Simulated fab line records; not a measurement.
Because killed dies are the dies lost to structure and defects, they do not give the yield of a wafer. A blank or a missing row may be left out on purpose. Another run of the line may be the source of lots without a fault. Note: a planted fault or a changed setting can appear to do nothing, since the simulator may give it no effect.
fab line records | flow n5Finfet | part 2 of 2: steps 14 to 23 of 23
record lots=5 wafers=15 lastDay=17
route steps=1938 shown FIN_SAQP@130
lots with no fault: from the same line, run without faults
startH: start of the lot's first displayed wafer, in hours after the record's first day | waitH: time in hours since the lot's previous step | " the same as in the row above | L1.1+2: a row that stands for several wafers | - no value, or no start given | * or withheld: withheld | < > ~ a bound
route shown NAME@n: NAME is a module with steps in the file, n the number in the route of the first one | usual: average and standard deviation across the fault-free wafers | same: alike in all rows | chamber/n: place in a boat | sites: readings site by site | _std_site: the values' standard deviation | _edge_site: outer sites' mean less inner sites' | radiusMm: how far each site lies from the wafer's centre | mask NAME#n: copy n | behind: tool/chamber where the wafer was last shaped | hold: reason for holding the lot/hours on hold/outcome of the hold | device: which transistor (n, p or np) failed to switch | end of line: the tests these same wafers got at the end of their route | a step with no rows: only its recipe | killed: the dies lost at the first sort to structure and to defects; this is not the yield of the wafer | map: per-die view of a wafer (x killed, . not killed, _ where there is no die)
set.NAME: the setting the step ran with; set.NAME@STEP: the setting that earlier step ran with | model.NAME: the simulator's own value behind a step, which no gauge read
lots at some steps of the route; a table a step, a row a wafer
services: when a tool's chamber went out of use (startH, in hours from the record's first day, below 0 if earlier), for how many hours, and the reason
## steps
# step N5_FIN_SAQP_ETCH_34
# recipe chemistry=C4F6/O2 target=SiO2 targetDepthA=450 timeS=15 ionEnergyEv=250 pressureMtorr=30 sourceW=345 biasW=185 Ar_flow_sccm=300 C4F6_flow_sccm=10 O2_flow_sccm=10 ends=cleared
# usual drypumpMotorCurrentA=5.6/0.52 etchRfOnTimeS=14.97/0.21 oesProductAu=0.69/0.084 rfFwdPowerW=336.4/1.1 rfVppV=667/7.7 showerheadPlenumPTorr=2.86/0.12 throttleValvePct=21.05/0.2
# columns lot.wafer tool chamber startH waitH drypumpMotorCurrentA etchRfOnTimeS oesProductAu rfFwdPowerW rfHoursCounterH rfVppV showerheadPlenumPTorr throttleValvePct
L074.2 rieDiel-04 0 26.24 0.0 5.3 15.27 0.58 335.6 245 682 2.81 21.24
L074.3 " 1 " " 5.0 15.18 0.59 337.0 227 658 2.69 20.94
L074.5 " 0 " " 5.3 15.24 0.58 336.1 - 682 2.81 21.23
L078.2 rieDiel-03 3 49.79 0.0 4.8 14.89 0.64 335.4 163 672 2.96 21.30
L078.3 " 2 " " 5.3 15.07 0.65 337.4 162 660 2.74 21.17
L078.5 " 2 " " 5.3 15.11 0.65 336.9 - 660 2.74 21.17
L081.2 rieDiel-01 1 68.14 0.0 5.1 14.84 0.84 336.1 1 678 3.04 20.98
L081.3 " 0 " " 5.8 14.88 0.72 339.2 57 667 2.88 20.86
L081.6 " 2 " " 5.3 15.32 0.59 338.4 - 660 2.70 21.23
L090.2 rieDiel-01 0 122.46 0.0 5.8 14.95 0.70 336.4 77 669 2.87 20.91
L090.3 " 3 " " 6.3 14.71 0.79 335.1 13 660 2.80 21.08
L090.4 " 2 " " 5.3 14.94 0.81 336.0 7 671 3.03 20.92
L092.1 rieDiel-04 1 133.87 0.0 5.0 14.93 0.81 335.6 6 668 3.01 20.65
L092.3 " 2 " " 6.1 14.80 0.70 336.3 76 659 2.88 20.82
L092.6 " 3 " " 6.0 15.27 0.58 335.7 - 658 2.70 21.38
# step N5_FIN_SAQP_STRIP_77
# recipe chemistry=N2/H2 timeS=90 powerW=100 tempC=40 pressureMtorr=100 rfFrequencyHz=6e+07 biasPowerW=3 n2FlowSccm=300 h2FlowSccm=300
# usual drypumpMotorCurrentA=5.6/0.52 oesProductAu=0.81/0.1 rfVppV=45.3/0.82 showerheadPlenumPTorr=3.39/0.14 throttleValvePct=12.18/0.26
# columns lot.wafer tool chamber startH waitH drypumpMotorCurrentA oesProductAu rfHoursCounterH rfVppV showerheadPlenumPTorr throttleValvePct
L074.2 rieDiel-04 0 26.27 0.0 5.3 0.67 245 46.3 3.33 12.49
L074.3 " 1 " " 5.1 0.70 227 46.0 3.21 12.40
L074.5 " 0 " " 5.3 0.68 - 46.6 3.33 12.48
L078.2 rieDiel-03 3 49.82 0.0 4.9 0.75 163 44.4 3.50 12.47
L078.3 " 2 " " 5.3 0.76 162 43.8 3.25 12.36
L078.5 " 2 " " 5.3 0.75 - 44.2 3.25 12.37
L081.2 rieDiel-01 1 68.16 0.0 5.1 0.98 1 45.9 3.60 11.92
L081.3 " 0 " " 5.8 0.84 57 45.5 3.42 11.91
L081.6 " 2 " " 5.4 0.68 - 44.8 3.20 12.47
L090.2 rieDiel-01 0 122.48 0.0 5.8 0.82 77 45.0 3.40 11.97
L090.3 " 3 " " 6.3 0.93 13 44.8 3.32 12.05
L090.4 " 2 " " 5.4 0.95 7 45.4 3.59 11.87
L092.1 rieDiel-04 1 133.89 0.0 5.1 0.94 6 45.6 3.60 11.85
L092.3 " 2 " " 6.1 0.82 76 46.2 3.41 11.91
L092.6 " 3 " " 6.1 0.69 - 44.6 3.19 12.53
# step N5_FIN_SAQP_HM_CD_35
# recipe targetCdNm=8 polarity=line
# usual cdNm=8.13/0.23
# columns lot.wafer tool chamber startH waitH cdNm
L074.2 cdSem-02 - 26.39 0.1 8.34
L074.3 " - " " 7.58
L074.5 " - " " 8.47
L078.2 cdSem-02 - 49.94 0.1 8.01
L078.3 " - " " 8.58
L078.5 " - " " 7.95
L081.2 cdSem-01 - 68.29 0.1 7.98
L081.3 " - " " 8.25
L081.6 " - " " 7.76
L090.2 cdSem-03 - 122.62 0.1 7.80
L090.3 " - " " 7.81
L090.4 " - " " 7.87
L092.1 cdSem-01 - 134.01 0.1 8.36
L092.3 " - " " 8.57
L092.6 " - " " 8.19
# step N5_FIN_SAQP_ETCH_64
# recipe chemistry=CF4 target=SiO2 targetDepthA=15 ionEnergyEv=350 pressureMtorr=10 icpW=800 biasW=400 cf4FlowSccm=80
# usual drypumpMotorCurrentA=5.5/0.35 oesProductAu=1.002/0.022 rfFwdPowerW=784/4.4 throttleValvePct=21.78/0.19
# columns lot.wafer tool chamber startH waitH drypumpMotorCurrentA oesProductAu rfFwdPowerW rfHoursCounterH throttleValvePct
L074.2 rieSi-05 3 26.44 0.0 5.3 1.003 782 168 22.04
L074.3 " 2 " " 5.6 0.991 789 97 21.91
L074.5 " 1 " " 5.4 1.001 778 - 21.91
L078.2 rieSi-05 3 49.99 0.0 5.3 0.986 784 168 22.05
L078.3 " 1 " " 5.4 0.998 787 69 21.92
L078.5 " 3 " " 5.3 0.993 780 - 22.03
L081.2 rieSi-04 2 68.33 0.0 5.3 1.005 785 80 21.58
L081.3 " 3 " " 5.7 0.959 792 104 21.68
L081.6 " 3 " " 5.7 0.967 788 - 21.66
L090.2 rieSi-04 2 122.67 0.0 5.2 1.019 783 81 21.58
L090.3 " 0 " " 5.9 1.018 781 30 21.73
L090.4 " 3 " " 5.7 0.963 790 105 21.68
L092.1 rieSi-05 0 134.06 0.0 5.4 1.028 777 1 22.10
L092.3 " 1 " " 5.4 1.016 779 70 21.93
L092.6 " 1 " " 5.4 1.017 785 - 21.92
# step N5_FIN_SAQP_FIN_ETCH_36
# recipe chemistry=HBr/Cl2/O2 targetDepthA=1200 maskMaterial=SiNx timeS=50.4 biasW=102 pressureMtorr=10 icpW=800 HBr_flow_sccm=150 Cl2_flow_sccm=80 O2_flow_sccm=12
# usual drypumpMotorCurrentA=5.5/0.35 oesProductAu=1.000/0.021 rfFwdPowerW=796.0/2.7 throttleValvePct=36.00/0.21
# columns lot.wafer tool chamber startH waitH drypumpMotorCurrentA oesProductAu rfFwdPowerW rfHoursCounterH throttleValvePct
L074.2 rieSi-05 3 26.46 0.0 5.3 0.993 793.2 168 36.31
L074.3 " 2 " " 5.6 0.994 797.3 97 36.14
L074.5 " 1 " " 5.4 1.009 797.6 - 36.23
L078.2 rieSi-05 3 50.01 0.0 5.3 0.991 799.0 168 36.30
L078.3 " 1 " " 5.4 1.004 797.6 69 36.23
L078.5 " 3 " " 5.3 0.990 798.2 - 36.30
L081.2 rieSi-04 2 68.35 0.0 5.3 1.013 796.8 80 35.85
L081.3 " 3 " " 5.6 0.955 791.9 104 36.00
L081.6 " 3 " " 5.7 0.968 797.3 - 35.99
L090.2 rieSi-04 2 122.69 0.0 5.3 1.018 794.6 81 35.85
L090.3 " 0 " " 5.9 1.006 796.7 30 35.98
L090.4 " 3 " " 5.7 0.967 799.1 105 36.00
L092.1 rieSi-05 0 134.08 0.0 5.4 1.014 792.8 1 36.27
L092.3 " 1 " " 5.4 0.995 796.4 70 36.25
L092.6 " 1 " " 5.5 0.997 797.1 - 36.23
# step N5_FIN_SAQP_CD_MEAS_37
# recipe targetCdNm=8 polarity=line
# usual cdNm=8.18/0.23
# columns lot.wafer tool chamber startH waitH cdNm
L074.2 cdSem-03 - 26.58 0.1 8.65
L074.3 " - " " 8.21
L074.5 " - " " 8.20
L078.2 cdSem-03 - 50.13 0.1 8.48
L078.3 " - " " 8.27
L078.5 " - " " 8.04
L081.2 cdSem-01 - 68.47 0.1 8.65
L081.3 " - " " 8.11
L081.6 " - " " 8.07
L090.2 cdSem-02 - 122.81 0.1 8.01
L090.3 " - " " 8.20
L090.4 " - " " 7.73
L092.1 cdSem-03 - 134.20 0.1 8.36
L092.3 " - " " 8.44
L092.6 " - " " 7.96
# step N5_FIN_SAQP_PRECLEAN_38
# recipe chemistry=O3/DIW timeS=45 tempC=22 o3Ppm=10
# usual o3Ppm=10.00/0.095
# columns lot.wafer tool chamber startH waitH o3Ppm
L074.2 wetBench-04 2 26.62 0.0 9.86
L074.3 " 4 " " 9.84
L074.5 " 0 " " 10.02
L078.2 wetBench-04 3 50.17 0.0 10.11
L078.3 " 4 " " 9.87
L078.5 " 5 " " 10.05
L081.2 wetBench-03 2 68.51 0.0 9.85
L081.3 " 1 " " 10.07
L081.6 " 3 " " 10.03
L090.2 wetBench-03 4 122.85 0.0 10.14
L090.3 " 3 " " 10.12
L090.4 " 6 " " 9.85
L092.1 wetBench-06 0 134.24 0.0 9.89
L092.3 " 3 " " 9.93
L092.6 " 2 " " 9.94
# step N5_FIN_SAQP_PRECLEAN_45
# recipe chemistry=dHF timeS=10 dilution=500:1 tempC=25
# columns lot.wafer tool chamber startH waitH
L074.2+3+5 wetBench-04 2,4,0 26.64 0.0
L078.2+3+5 wetBench-04 3,4,5 50.19 0.0
L081.2+3+6 wetBench-03 2,1,3 68.53 0.0
L090.2+3+4 wetBench-03 4,3,6 122.86 0.0
L092.1+3+6 wetBench-06 0,3,2 134.26 0.0
# step N5_FIN_SAQP_SRD_39
# recipe dry=ipaMarangoni timeS=30 tempC=23 rinseLiquid=diw
# columns lot.wafer tool chamber startH waitH
L074.2+3+5 wetBench-04 2,4,0 26.64 0.0
L078.2+3+5 wetBench-04 3,4,5 50.19 0.0
L081.2+3+6 wetBench-03 2,1,3 68.53 0.0
L090.2+3+4 wetBench-03 4,3,6 122.87 0.0
L092.1+3+6 wetBench-06 0,3,2 134.26 0.0
# step N5_FIN_SAQP_OCD_MEAS_76
# usual trenchDepthNm=119.8/1.6
# columns lot.wafer tool chamber startH waitH trenchDepthNm
L074.2 ocd-02 - 26.68 0.0 117.9
L074.3 " - " " 119.0
L074.5 " - " " 120.0
L078.2 ocd-01 - 50.23 0.0 118.1
L078.3 " - " " 119.9
L078.5 " - " " 118.2
L081.2 ocd-02 - 68.57 0.0 121.8
L081.3 " - " " 118.3
L081.6 " - " " 117.8
L090.2 ocd-01 - 122.91 0.0 120.5
L090.3 " - " " 120.5
L090.4 " - " " 118.9
L092.1 ocd-01 - 134.30 0.0 118.8
L092.3 " - " " 117.9
L092.6 " - " " 118.6
## services
# columns tool chamber startH hours kind
rieDiel-01 - 1.08 4.0 pm
rieSi-03 2 4.07 3.0 repair
rieSi-05 3 28.67 7.0 repair
vaporEtch-02 - 32.05 0.3 repair
rieDiel-04 0 38.70 - clean
rieDiel-04 0 38.70 - consumableReplace:focusRing
rieDiel-04 0 38.70 22.9 scheduledDown
rieDiel-04 0 38.70 22.9 ventCycle
rieSi-04 0 41.89 2.2 repair
aldSin-01 1 48.13 11.9 repair
aldSin-02 2 74.33 6.8 repair
rieDiel-04 1 92.78 - clean
rieDiel-04 1 92.78 - consumableReplace:focusRing
rieDiel-04 1 92.78 - consumableReplace:showerhead
rieDiel-04 1 92.78 18.6 scheduledDown
aldSin-01 2 93.51 33.4 repair
aldSin-02 - 97.52 6.0 pm
rieDiel-04 3 103.26 4.3 repair
rieSi-05 - 106.04 14.6 pm
wetBench-06 - 115.37 2.7 repair
rieSi-05 3 121.01 25.2 repair
rieSi-05 2 121.05 1.9 repair
rieDiel-01 - 129.43 10.9 repair
aldSin-01 0 131.12 7.1 repair
